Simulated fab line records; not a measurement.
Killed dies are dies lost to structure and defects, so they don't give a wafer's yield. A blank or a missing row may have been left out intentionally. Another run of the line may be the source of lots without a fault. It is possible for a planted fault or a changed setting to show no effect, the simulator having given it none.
fab line records + flow n5-finfet
[record]
- lots = 10
- wafers = 30
- last-day = 18
route steps=1938 shown MOL_CONTACT_COAG@539 BEOL_M4@1111
lots with no fault: from the same line, run without faults
start-h: the number of hours between the record's first day and the start of the first shown wafer of the lot + wait-h: time in hours since the lot's previous step + " repeats the value in the row above + L1.1+2: one row covering several wafers at once + - no value, or no start was given + * or withheld: withheld + < > ~ a bound
route shown NAME@n: names a module that has steps shown in the file, with the first one's number in the route + usual: the fault-free wafers' mean and standard deviation + same: alike in all rows + chamber/n: place in a boat + sites: each site's reading + _std_site: standard deviation of those values + _edge_site: mean of outer sites minus mean of inner sites + radius-mm: for every site, how far away it sits from the centre of the wafer + mask NAME#n: copy n + behind: the most recent tool/chamber to have shaped the wafer + hold: the reason the lot was held/the length of the hold in hours/how it ended + device: whichever transistor did not switch (one of n, p or np) + end of line: at the end of the route, the tests of the same wafers + a step with no rows: only its recipe + killed: the dies lost at the first sort to structure and to defects; this is not the yield of the wafer + map: a wafer's dies, x killed, . not, _ none there
set.NAME: the setting as run; set.NAME@STEP: as run at that earlier step + model.NAME: the simulator's own value behind a step, which no gauge read
a sample of lots followed through the steps of the route, with each step as a table and each wafer as a row
services: from which hour (start-h, from the record's first day; less than 0 if before it) a tool's chamber was out of use, for how many hours, and why
[[steps]]
[step N5_MOL_CONTACT_COAG_STRIP_98]
[recipe]
- chemistry = N2/H2
- power-w = 500
- temp-c = 40
- pressure-mtorr = 50
- rf-frequency-hz = 6e+07
- overash-fraction = 0.3
- bias-power-w = 8
- h2-frac = 0.5
- n2-flow-sccm = 300
- h2-flow-sccm = 300
[usual]
- drypump-motor-current-A = 5.6/0.38
- oes-product-au = 0.81/0.095
- rf-vpp-V = 54.2/1.5
- showerhead-plenum-p-Torr = 3.39/0.1
- throttle-valve-pct = 18.9/0.44
| lot.wafer | tool        | chamber | start-h | wait-h | drypump-motor-current-A | oes-product-au | rf-hours-counter-h | rf-vpp-V | showerhead-plenum-p-Torr | throttle-valve-pct |
|-----------|-------------|---------|---------|--------|-------------------------|----------------|--------------------|----------|--------------------------|--------------------|
| L974.1    | rie-diel-04 | 1       | 97.92   | 0.0    | 5.8                     | 0.68           | 232                | 54.4     | 3.45                     | 19.1               |
| L974.2    | "           | 2       | "       | "      | 5.6                     | 0.90           | 18                 | 53.0     | 3.44                     | 18.4               |
| L974.5    | "           | 1       | "       | "      | 5.7                     | 0.68           | -                  | 53.7     | 3.45                     | 19.0               |
| L977.2    | rie-diel-03 | 3       | 118.74  | 0.0    | 5.7                     | 0.69           | 239                | 52.7     | 3.46                     | 19.8               |
| L977.3    | "           | 3       | "       | "      | 5.7                     | 0.67           | -                  | 54.6     | 3.46                     | 19.8               |
| L977.6    | "           | 3       | "       | "      | 5.7                     | 0.69           | -                  | 53.8     | 3.46                     | 19.8               |
| L979.1    | rie-diel-04 | 0       | 131.60  | 0.0    | 5.4                     | 0.85           | 44                 | 54.5     | 3.57                     | 19.2               |
| L979.2    | "           | 1       | "       | "      | 5.8                     | 0.67           | 243                | 57.7     | 3.44                     | 19.1               |
| L979.6    | "           | 3       | "       | "      | 5.5                     | 0.92           | -                  | 55.9     | 3.43                     | 18.2               |
| L981.3    | rie-diel-06 | 2       | 145.85  | 0.0    | 5.0                     | 0.83           | 80                 | 54.7     | 3.27                     | 19.2               |
| L981.4    | "           | 1       | "       | "      | 5.3                     | 0.78           | 122                | 54.4     | 3.25                     | 19.1               |
| L981.5    | "           | 2       | "       | "      | 5.0                     | 0.82           | -                  | 54.3     | 3.26                     | 19.2               |
| L985.2    | rie-diel-06 | 2       | 168.24  | 0.0    | 5.0                     | 0.82           | 87                 | 53.5     | 3.26                     | 19.2               |
| L985.3    | "           | 3       | "       | "      | 6.5                     | 0.70           | 204                | 52.1     | 3.47                     | 19.6               |
| L985.5    | "           | 0       | "       | "      | 5.5                     | 0.72           | -                  | 51.7     | 3.34                     | 18.5               |
| L988.2    | rie-diel-04 | 1       | 183.52  | 0.0    | 5.8                     | 0.95           | 5                  | 55.9     | 3.44                     | 18.7               |
| L988.3    | "           | 0       | "       | "      | 5.4                     | 0.83           | 63                 | 56.0     | 3.56                     | 19.2               |
| L988.5    | "           | 1       | "       | "      | 5.8                     | 0.95           | -                  | 53.3     | 3.44                     | 18.7               |
| L990.1    | rie-diel-06 | 0       | 196.24  | 0.0    | 5.5                     | 0.73           | 200                | 53.5     | 3.34                     | 18.6               |
| L990.2    | "           | 3       | "       | "      | 6.5                     | 0.70           | 214                | 53.4     | 3.46                     | 19.6               |
| L990.3    | "           | 1       | "       | "      | 5.4                     | 0.76           | 140                | 53.9     | 3.24                     | 19.2               |
| L993.2    | rie-diel-03 | 0       | 218.01  | 0.0    | 5.0                     | 0.86           | 55                 | 55.9     | 3.27                     | 18.9               |
| L993.4    | "           | 2       | "       | "      | 5.7                     | 0.87           | -                  | 57.5     | 3.55                     | 18.5               |
| L993.6    | "           | 3       | "       | "      | 5.7                     | 0.95           | -                  | 54.7     | 3.44                     | 19.5               |
| L994.1    | rie-diel-04 | 3       | 225.30  | 0.0    | 5.6                     | 0.86           | 52                 | 54.7     | 3.41                     | 18.3               |
| L994.2    | "           | 1       | "       | "      | 5.7                     | 0.91           | 19                 | 55.7     | 3.43                     | 18.7               |
| L994.4    | "           | 2       | "       | "      | 5.7                     | 0.84           | 63                 | 53.3     | 3.41                     | 18.4               |
| L995.2    | rie-diel-03 | 1       | 231.91  | 0.0    | 5.6                     | 0.97           | 1                  | 53.2     | 3.30                     | 18.5               |
| L995.4    | "           | 1       | "       | "      | 5.6                     | 0.97           | -                  | 54.1     | 3.30                     | 18.5               |
| L995.5    | "           | 0       | "       | "      | 5.1                     | 0.84           | -                  | 52.3     | 3.27                     | 18.9               |
[step N5_MOL_CONTACT_COAG_ALD_20]
[recipe]
- material = TiN
- target-thk-a = 15
- temp-c = 400
- ald-precursor-family = TiCl4
- ald-co-reactant = NH3
- pulse-time-s = 1
- purge-time-s = 3
- co-reactant-purge-time-s = 2
- co-reactant-pulse-time-s = 2
- ald-cycles = 68
- pressure-torr = 3
[usual]
- heater-power-w = 862/84
- precursor-pulse-height-rel = 1.001/0.02
| lot.wafer | tool         | chamber | start-h | wait-h | heater-power-w | precursor-pulse-height-rel |
|-----------|--------------|---------|---------|--------|----------------|----------------------------|
| L974.1    | ald-metal-02 | 2       | 98.70   | 0.1    | 831            | 0.985                      |
| L974.2    | "            | 3       | "       | "      | 821            | 0.999                      |
| L974.5    | "            | 3       | "       | "      | 856            | 0.988                      |
| L977.2    | ald-metal-02 | 2       | 119.46  | 0.1    | 851            | 0.991                      |
| L977.3    | "            | 0       | "       | "      | 954            | 0.993                      |
| L977.6    | "            | 0       | "       | "      | 956            | 0.983                      |
| L979.1    | ald-metal-04 | 3       | 132.28  | 0.1    | 808            | 1.019                      |
| L979.2    | "            | 1       | "       | "      | 904            | 0.980                      |
| L979.6    | "            | 0       | "       | "      | 1007           | 0.998                      |
| L981.3    | ald-metal-02 | 3       | 147.32  | 0.1    | 847            | 1.009                      |
| L981.4    | "            | 2       | "       | "      | 858            | 1.020                      |
| L981.5    | "            | 1       | "       | "      | 893            | 0.980                      |
| L985.2    | ald-metal-02 | 0       | 169.76  | 0.1    | 973            | 0.991                      |
| L985.3    | "            | 1       | "       | "      | 901            | 0.988                      |
| L985.5    | "            | 3       | "       | "      | 834            | 1.043                      |
| L988.2    | ald-metal-02 | 3       | 185.41  | 0.1    | 841            | 1.045                      |
| L988.3    | "            | 1       | "       | "      | 855            | 0.993                      |
| L988.5    | "            | 2       | "       | "      | 841            | 0.989                      |
| L990.1    | ald-metal-02 | 3       | 197.44  | 0.1    | 854            | 0.980                      |
| L990.2    | "            | 0       | "       | "      | 974            | 0.988                      |
| L990.3    | "            | 1       | "       | "      | 871            | 0.979                      |
| L993.2    | ald-metal-01 | 0       | 218.65  | 0.1    | 664            | 1.027                      |
| L993.4    | "            | 1       | "       | "      | 675            | 0.970                      |
| L993.6    | "            | 3       | "       | "      | 966            | 1.013                      |
| L994.1    | ald-metal-02 | 3       | 225.94  | 0.1    | 830            | 0.982                      |
| L994.2    | "            | 0       | "       | "      | 954            | 0.980                      |
| L994.4    | "            | 2       | "       | "      | 862            | 1.004                      |
| L995.2    | ald-metal-02 | 0       | 232.64  | 0.1    | 948            | 0.969                      |
| L995.4    | "            | 2       | "       | "      | 826            | 0.992                      |
| L995.5    | "            | 1       | "       | "      | 876            | 1.008                      |
[step N5_MOL_CONTACT_COAG_COAT_76]
[recipe]
- resist = SiARC
- temp-c = 220
- time-s = 60
- spin-rpm = 1500
- resist-thk-nm = 10
[usual]
- dispense-pressure-kPa = 51.6/1.3
- heater-power-total-W = 427.4/2
- spin-speed-rpm = 1499.9/0.97
| lot.wafer | tool           | chamber | start-h | wait-h | dispense-pressure-kPa | heater-power-total-W | spin-speed-rpm |
|-----------|----------------|---------|---------|--------|-----------------------|----------------------|----------------|
| L974.1    | litho-track-01 | 0       | 106.57  | -      | 52.9                  | 429.4                | 1501.9         |
| L974.2    | "              | 0       | "       | "      | 53.0                  | 428.5                | 1500.4         |
| L974.5    | "              | 0       | "       | "      | 53.0                  | 424.8                | 1499.5         |
| L977.2    | litho-track-01 | 0       | 127.22  | -      | 53.0                  | 430.4                | 1499.9         |
| L977.3    | "              | 0       | "       | "      | 53.0                  | 426.3                | 1499.1         |
| L977.6    | "              | 0       | "       | "      | 53.0                  | 427.7                | 1500.3         |
| L979.1    | litho-track-01 | 0       | 140.88  | -      | 53.0                  | 424.1                | 1426.1         |
| L979.2    | "              | 0       | "       | "      | 53.0                  | 428.4                | 1426.4         |
| L979.6    | "              | 0       | "       | "      | 53.0                  | 431.0                | 1426.2         |
| L981.3    | litho-track-01 | 0       | 154.05  | -      | 53.0                  | 429.5                | 1427.7         |
| L981.4    | "              | 0       | "       | "      | 53.0                  | 430.0                | 1426.3         |
| L981.5    | "              | 0       | "       | "      | 53.0                  | 430.0                | 1425.9         |
| L985.2    | litho-track-04 | 0       | 178.11  | -      | 51.4                  | 430.5                | 1499.5         |
| L985.3    | "              | 0       | "       | "      | 51.4                  | 429.2                | 1499.9         |
| L985.5    | "              | 0       | "       | "      | 51.3                  | 429.7                | 1499.2         |
| L988.2    | litho-track-03 | 0       | 194.36  | -      | 49.8                  | 425.8                | 1500.7         |
| L988.3    | "              | 0       | "       | "      | 49.8                  | 429.4                | 1499.8         |
| L988.5    | "              | 0       | "       | "      | 49.8                  | 430.5                | 1501.0         |
| L990.1    | litho-track-04 | 0       | 204.81  | -      | 51.4                  | 425.6                | 1500.6         |
| L990.2    | "              | 0       | "       | "      | 51.4                  | 430.7                | 1499.9         |
| L990.3    | "              | 0       | "       | "      | 51.4                  | 428.8                | 1498.7         |
| L993.2    | litho-track-04 | 0       | 227.81  | -      | 51.4                  | 429.4                | 1500.5         |
| L993.4    | "              | 0       | "       | "      | 51.4                  | 427.3                | 1501.1         |
| L993.6    | "              | 0       | "       | "      | 51.4                  | 428.9                | 1499.0         |
| L994.1    | litho-track-03 | 0       | 234.05  | -      | 49.8                  | 429.2                | 1501.2         |
| L994.2    | "              | 0       | "       | "      | 49.8                  | 424.2                | 1499.9         |
| L994.4    | "              | 0       | "       | "      | 49.8                  | 428.6                | 1500.1         |
| L995.2    | litho-track-01 | 0       | 241.49  | -      | 53.0                  | 425.7                | 1500.7         |
| L995.4    | "              | 0       | "       | "      | 53.0                  | 425.5                | 1499.1         |
| L995.5    | "              | 0       | "       | "      | 53.0                  | 425.8                | 1501.8         |
[step N5_MOL_CONTACT_COAG_OVL_MEAS_85]
[recipe]
- points-per-wafer = 522
[usual]
- VG_OVL = 0.1/0.63
| lot.wafer | tool       | chamber | start-h | wait-h | VG_OVL[nm] |
|-----------|------------|---------|---------|--------|------------|
| L974.1    | overlay-02 | 0       | 106.88  | 0.0    | -1.1       |
| L974.2    | "          | 0       | "       | "      | 0.5        |
| L974.5    | "          | 0       | "       | "      | 0.2        |
| L977.2    | overlay-02 | 0       | 127.65  | 0.0    | 0.5        |
| L977.3    | "          | 0       | "       | "      | -0.6       |
| L977.6    | "          | 0       | "       | "      | -0.3       |
| L979.1    | overlay-01 | 0       | 141.19  | 0.0    | -0.2       |
| L979.2    | "          | 0       | "       | "      | 0.7        |
| L979.6    | "          | 0       | "       | "      | -0.2       |
| L981.3    | overlay-01 | 0       | 154.37  | 0.0    | 0.3        |
| L981.4    | "          | 0       | "       | "      | -0.4       |
| L981.5    | "          | 0       | "       | "      | 1.0        |
| L985.2    | overlay-02 | 0       | 178.55  | 0.0    | -0.7       |
| L985.3    | "          | 0       | "       | "      | -0.2       |
| L985.5    | "          | 0       | "       | "      | -0.1       |
| L988.2    | overlay-01 | 0       | 194.80  | 0.0    | 1.0        |
| L988.3    | "          | 0       | "       | "      | 1.0        |
| L988.5    | "          | 0       | "       | "      | 0.0        |
| L990.1    | overlay-02 | 0       | 205.12  | 0.0    | -0.7       |
| L990.2    | "          | 0       | "       | "      | 0.4        |
| L990.3    | "          | 0       | "       | "      | -0.5       |
| L993.2    | overlay-01 | 0       | 228.25  | 0.0    | -0.7       |
| L993.4    | "          | 0       | "       | "      | 0.7        |
| L993.6    | "          | 0       | "       | "      | 0.3        |
| L994.1    | overlay-01 | 0       | 234.36  | 0.0    | -0.3       |
| L994.2    | "          | 0       | "       | "      | -0.9       |
| L994.4    | "          | 0       | "       | "      | 0.4        |
| L995.2    | overlay-01 | 0       | 241.93  | 0.0    | -0.7       |
| L995.4    | "          | 0       | "       | "      | -1.1       |
| L995.5    | "          | 0       | "       | "      | -0.8       |
[step N5_BEOL_M4_RC_MEAS_101]
[usual]
- DIBL_N = 36.4/1.4
- DIBL_P = 36.3/1.8
- IOFF_N = 0.163/0.024
- IOFF_P = 0.21/0.034
- ION_N = 673/11
- ION_P = 461/7.4
- SS_N = 71.6/0.52
- SS_P = 73.3/0.58
- VT_N = 249.4/2.5
- VT_P = -250/3.5
| lot.wafer | tool      | chamber | start-h | wait-h | DIBL_N[mV/V] | DIBL_P[mV/V] | IOFF_N[nA/um] | IOFF_P[nA/um] | ION_N[uA/um] | ION_P[uA/um] | SS_N[mV/dec] | SS_P[mV/dec] | VT_N[mV] | VT_P[mV] |
|-----------|-----------|---------|---------|--------|--------------|--------------|---------------|---------------|--------------|--------------|--------------|--------------|----------|----------|
| L974.1    | prober-01 | 0       | 175.17  | 0.0    | 37.2         | 38.0         | 0.170         | 0.25          | 663          | 456          | 71.9         | 73.8         | 245.9    | -246     |
| L974.2    | "         | 0       | "       | "      | 37.2         | 37.4         | 0.169         | 0.24          | 668          | 462          | 71.2         | 73.4         | 249.0    | -248     |
| L974.5    | "         | 0       | "       | "      | 37.5         | 38.2         | 0.181         | 0.24          | 666          | 459          | 71.9         | 73.8         | 246.9    | -248     |
| L977.2    | prober-01 | 0       | 201.78  | 0.2    | 37.5         | 38.4         | 0.198         | 0.24          | 678          | 458          | 72.5         | 74.3         | 247.3    | -249     |
| L977.3    | "         | 0       | "       | "      | 39.0         | 39.6         | 0.209         | 0.26          | 679          | 460          | 72.6         | 74.2         | 246.0    | -252     |
| L977.6    | "         | 0       | "       | "      | 37.6         | 38.6         | 0.190         | 0.24          | 682          | 469          | 71.7         | 73.8         | 248.4    | -249     |
| L979.1    | prober-01 | 0       | 209.37  | 0.0    | 34.1         | 35.5         | 0.139         | 0.18          | 652          | 448          | 71.5         | 73.3         | 253.9    | -253     |
| L979.2    | "         | 0       | "       | "      | 35.7         | 37.6         | 0.168         | 0.22          | 668          | 455          | 71.9         | 73.5         | 249.8    | -252     |
| L979.6    | "         | 0       | "       | "      | 34.1         | 35.9         | 0.138         | 0.19          | 656          | 455          | 71.8         | 73.8         | 253.2    | -254     |
| L981.3    | prober-01 | 0       | 225.25  | 0.3    | 36.0         | 35.9         | 0.159         | 0.20          | 652          | 450          | 72.2         | 73.1         | 250.4    | -250     |
| L981.4    | "         | 0       | "       | "      | 34.4         | 34.8         | 0.137         | 0.18          | 651          | 451          | 70.9         | 72.5         | 252.9    | -254     |
| L981.5    | "         | 0       | "       | "      | 35.0         | 34.5         | 0.145         | 0.18          | 659          | 446          | 71.7         | 73.3         | 254.1    | -253     |
| L985.2    | prober-01 | 0       | 255.33  | 0.2    | 35.8         | 37.2         | 0.162         | 0.23          | 688          | 474          | 70.9         | 72.8         | 247.3    | -246     |
| L985.3    | "         | 0       | "       | "      | 35.5         | 36.3         | 0.154         | 0.21          | 684          | 465          | 71.5         | 72.7         | 248.5    | -248     |
| L985.5    | "         | 0       | "       | "      | 37.7         | 37.8         | 0.188         | 0.27          | 680          | 469          | 71.4         | 73.5         | 244.9    | -244     |
| L988.2    | prober-02 | 0       | 261.20  | 0.2    | 37.7         | 35.9         | 0.174         | 0.21          | 663          | 451          | 72.5         | 73.4         | 252.2    | -249     |
| L988.3    | "         | 0       | "       | "      | 35.0         | 33.7         | 0.124         | 0.17          | 661          | 455          | 71.4         | 73.3         | 254.1    | -250     |
| L988.5    | "         | 0       | "       | "      | 35.7         | 33.7         | 0.138         | 0.17          | 653          | 448          | 71.8         | 72.7         | 252.6    | -256     |
| L990.1    | prober-01 | 0       | 262.24  | 0.0    | 35.6         | 34.6         | 0.142         | 0.17          | 658          | 449          | 71.2         | 72.6         | 251.1    | -254     |
| L990.2    | "         | 0       | "       | "      | 35.3         | 34.4         | 0.139         | 0.17          | 671          | 454          | 71.2         | 72.4         | 253.0    | -258     |
| L990.3    | "         | 0       | "       | "      | 37.2         | 37.2         | 0.175         | 0.21          | 675          | 463          | 71.5         | 73.6         | 246.6    | -252     |
| L994.1    | prober-02 | 0       | 300.13  | 0.0    | 35.3         | 31.4         | 0.130         | 0.15          | 674          | 453          | 71.3         | 72.9         | 250.6    | -258     |
| L994.2    | "         | 0       | "       | "      | 34.5         | 30.9         | 0.117         | 0.14          | 669          | 450          | 70.8         | 72.6         | 251.5    | -257     |
| L994.4    | "         | 0       | "       | "      | 35.9         | 32.4         | 0.137         | 0.16          | 660          | 446          | 70.6         | 72.0         | 250.8    | -255     |
| L993.2    | prober-02 | 0       | 303.23  | 0.2    | 35.1         | 34.8         | 0.137         | 0.19          | 665          | 460          | 70.9         | 73.0         | 250.8    | -250     |
| L993.4    | "         | 0       | "       | "      | 36.0         | 35.2         | 0.146         | 0.20          | 666          | 455          | 71.1         | 72.9         | 251.1    | -250     |
| L993.6    | "         | 0       | "       | "      | 35.1         | 35.0         | 0.142         | 0.20          | 662          | 456          | 70.9         | 72.6         | 248.0    | -248     |
| L995.2    | prober-01 | 0       | 306.09  | 0.2    | 37.4         | 35.5         | 0.158         | 0.23          | 674          | 466          | 71.0         | 73.2         | 249.3    | -247     |
| L995.4    | "         | 0       | "       | "      | 40.3         | 38.7         | 0.217         | 0.30          | 691          | 465          | 72.4         | 73.9         | 245.3    | -242     |
| L995.5    | "         | 0       | "       | "      | 36.6         | 33.9         | 0.146         | 0.22          | 656          | 458          | 71.6         | 72.1         | 254.2    | -247     |
[[services]]
| tool         | chamber | start-h | hours | kind                          |
|--------------|---------|---------|-------|-------------------------------|
| ald-metal-04 | -       | 95.82   | 0.9   | repair                        |
| rie-diel-03  | 0       | 111.09  | 14.0  | repair                        |
| ald-metal-02 | 3       | 118.91  | 7.6   | repair                        |
| ald-metal-04 | -       | 125.40  | 1.4   | repair                        |
| rie-diel-03  | 3       | 148.21  | -     | clean                         |
| rie-diel-03  | 3       | 148.21  | -     | consumable-replace:focus-ring |
| rie-diel-03  | 3       | 148.21  | 29.4  | scheduled-down                |
| rie-diel-03  | 3       | 148.21  | 29.4  | vent-cycle                    |
| rie-diel-04  | 1       | 149.34  | -     | clean                         |
| rie-diel-04  | 1       | 149.34  | -     | consumable-replace:focus-ring |
| rie-diel-04  | 1       | 149.34  | 18.4  | scheduled-down                |
| rie-diel-04  | 1       | 149.34  | 18.4  | vent-cycle                    |
| ald-metal-02 | 2       | 164.26  | 5.3   | repair                        |
| ald-metal-04 | -       | 164.62  | 28.1  | pm                            |
| ald-metal-01 | -       | 181.28  | 2.8   | pm                            |
| rie-diel-03  | 1       | 211.40  | -     | clean                         |
| rie-diel-03  | 1       | 211.40  | -     | consumable-replace:focus-ring |
| rie-diel-03  | 1       | 211.40  | 17.4  | scheduled-down                |
| rie-diel-03  | 1       | 211.40  | 17.4  | vent-cycle                    |
| rie-diel-06  | 3       | 226.21  | 11.0  | repair                        |
| ald-metal-04 | -       | 228.99  | 1.1   | repair                        |
[[key]]
[first-sign]
- step = N5_MOL_CONTACT_COAG_COAT_76
- reading = spin-speed-rpm
- direction = down
- sigmas = 75
- usual = *
- struck = *
effect none on later readings
met-at N5_MOL_CONTACT_COAG_COAT_76
struck-lots L979,L981
not-acting-at N5_MOL_CONTACT_COAG_STRIP_98,N5_MOL_CONTACT_COAG_ALD_20,N5_MOL_CONTACT_COAG_OVL_MEAS_85
onset-between 127.22 140.88
[fault]
- kind = process-parameter-drift
- tool = litho-track-01
- chamber = -
- onset-h = 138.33
- steps = N5_MOL_CONTACT_COAG_COAT_76
- channel = spin-rpm
- offset = *
- shape = step
- end-h = 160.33
- acts-in = *
- stated = *
